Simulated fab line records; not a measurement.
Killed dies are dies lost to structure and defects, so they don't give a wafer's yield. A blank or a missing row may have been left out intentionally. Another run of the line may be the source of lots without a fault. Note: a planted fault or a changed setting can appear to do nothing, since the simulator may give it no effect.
Struck lot and sound lot, side by side -- flow n5_finfet -- 16 out of 1938 route steps
Sound: the wafers L528.2, L528.4, L528.5. Struck: wafers L545.1, L545.6. (L545.4 of the same lot was not struck and is left out.) The cause comes at the end.
For every step that has rows: the tool of each side, followed by ch and its chambers, followed by its first start. Under that, the readings that differ: sound wafers -- struck wafers -- difference of the means -- sigmas: that difference in standard deviations of wafers without a fault.
alike: a reading whose means differ by less than 2 such deviations, as well as words and numbers matching on both sides. not compared: withheld readings; readings where some wafer has no value; bounds like >300 that might hide an equal value; numbers whose values overlap and for which the record gives no deviation.
Wherever a step has rows on one side only, a row that says differs or no value, or a row with sigmas, the two part there. Numbers that have no deviation but don't overlap get no sigmas and don't part them. Lack of a reading on every wafer of one side parts them only where that side has two or more wafers.

first, 5 steps without rows for these wafers: N5_BEOL_M0_CUTY_EBR_52; N5_BEOL_M0_CUTY_SOFTBAKE_53 (time 60 s); N5_BEOL_M0_CUTY_EXPOSE_54 (exposes mask M0 ABLK); N5_BEOL_M0_CUTY_PEB_55 (peb time 60 s); N5_BEOL_M0_CUTY_DEVELOP_56 (develop time 30 s).
N5_BEOL_M0_CUTY_CD_MEAS_57: the cd target is 200 nm.
  sound on cd_sem-02 ch 0, day 6 01:32; struck on cd_sem-03 ch 0, day 10 05:43
reading,sound,struck,difference,sigmas
cd_nm (nm),200.3 201.4 201.0,199.0 199.2,-1.8,-2
N5_BEOL_M0_CUTY_OVL_MEAS_58:
  sound on overlay-01 ch 0, day 6 01:34; struck on overlay-02 ch 0, day 10 05:44
reading,sound,struck,difference,sigmas
M0_ABLK_OVL (nm),-0.9 -0.7 -0.6,0.6 0.6,+1.3,+2
N5_BEOL_M0_CUTY_INSPECT_59: inspects for defects (macro).
  struck on defect_inspect-02, day 10 05:46; sound on defect_inspect-02, day 6 01:35
  alike: raw_defect_count
N5_BEOL_M0_CUTY_DESCUM_61: chemistry O2, time 7.9 s.
  sound on rie_diel-02 ch 2,3, day 6 01:38; struck on rie_diel-02 ch 0, day 10 05:48
  alike: drypump_motor_current_A, oes_product_au, rf_vpp_V, showerhead_plenum_p_Torr, throttle_valve_pct
  not compared: rf_hours_counter_h
N5_BEOL_M0_CUTY_ETCH_62: etches SiARC in CF4, time 58.5 s.
  sound on rie_diel-02 ch 2,3, day 6 01:40; struck on rie_diel-02 ch 0, day 10 05:50
  alike: drypump_motor_current_A, etch_rf_on_time_s, oes_product_au, rf_fwd_power_W, rf_vpp_V, showerhead_plenum_p_Torr, throttle_valve_pct
  not compared: rf_hours_counter_h
N5_BEOL_M0_CUTY_ETCH_63: etches SOC in N2/H2, target depth 82.7 nm, overetch 16.5 nm, time 124 s.
  sound on rie_diel-02 ch 2,3, day 6 01:43; struck on rie_diel-02 ch 0, day 10 05:53
  alike: drypump_motor_current_A, oes_product_au, rf_fwd_power_W, rf_vpp_V, showerhead_plenum_p_Torr, throttle_valve_pct
  not compared: rf_hours_counter_h
then, 1 step without rows for these wafers: N5_BEOL_M0_CUTY_STRIP_64 (strips in N2/H2).
N5_BEOL_M0_ETCH_138: etches SiCN in CH3F/O2, target depth 12 nm, time 31.6 s.
  sound on rie_diel-02 ch 2,3, day 6 01:50; struck on rie_diel-02 ch 0, day 10 06:01
reading,sound,struck,difference,sigmas
etch_rf_on_time_s (s),29.1 29.5 29.7,23.6 24.1,-5.6,-8
rf_fwd_power_W (W),386.6 388.1 388.2,624.2 622.1,+235.5,+99 or more
rf_vpp_V (V),296.9 299.3 300.9,253.0 252.1,-46.5,-27
  alike: drypump_motor_current_A, oes_product_au, showerhead_plenum_p_Torr, throttle_valve_pct
  not compared: rf_hours_counter_h
N5_BEOL_M0_HM_OPEN_105: chemistry Cl2/BCl3, target TiN, target depth 12 nm.
  sound on rie_metal-03 ch 1, day 6 02:10; struck on rie_metal-02 ch 0, day 10 06:35
reading,sound,struck,difference,sigmas
oes_product_au (a.u.),0.64 0.64 0.64,0.87 0.86,+0.22,+2
  alike: drypump_motor_current_A, he_backside_leak_sccm, throttle_valve_pct
  not compared: rf_hours_counter_h
-- here the record skips 2 days between the struck wafers' starts before and after, leaving off in module BEOL_M0 and picking up in module BEOL_M4 (first step shown: number 1111 of the route) --
N5_BEOL_M4_RC_MEAS_101:
  sound on prober-02 ch 0, day 8 05:06; struck on prober-02 ch 0, day 12 15:11
reading,sound,struck,difference,sigmas
VT_P (mV),-249.3 -244.6 -247.8,-256.4 -258.8,-10.4,-3
  alike: DIBL_N, DIBL_P, IOFF_N, IOFF_P, ION_N, ION_P, SS_N, SS_P, VT_N
-- here the record skips 4 days between the struck wafers' starts before and after, leaving off in module BEOL_M4 and picking up in module PASSIVATION (first step shown: number 1936 of the route) --
N5_PASSIVATION_PROBE_49:
  struck on prober-01, day 17 01:20; sound on prober-02, day 13 04:50
reading,sound,struck,difference,sigmas
defect_limited_yield (%),93.1 91.5 93.6,89.4 88.6,-3.7,-2
killed_dies,81 100 76,125 135,+44,+3
killed_open,50 69 59,73 98,+26,+2
killed_short,30 31 16,52 35,+18,+2
sort_bin_5_function (%),3.5 4.8 3.3,6.9 6.0,+2.6,+3
sort_n_pass,1099 1080 1104,1055 1045,-44,-3
sort_yield_pct (%),93.1 91.5 93.6,89.4 88.6,-3.7,-2
  alike: killed_at_M0_to_M3, killed_at_M4_up, killed_at_contacts, killed_at_front_end, killed_at_other, sort_bin_6_memory

== WHERE THEY PART ==
Earliest at N5_BEOL_M0_CUTY_CD_MEAS_57; latest, in this record, at N5_PASSIVATION_PROBE_49.

WHY: whatever the simulator had introduced
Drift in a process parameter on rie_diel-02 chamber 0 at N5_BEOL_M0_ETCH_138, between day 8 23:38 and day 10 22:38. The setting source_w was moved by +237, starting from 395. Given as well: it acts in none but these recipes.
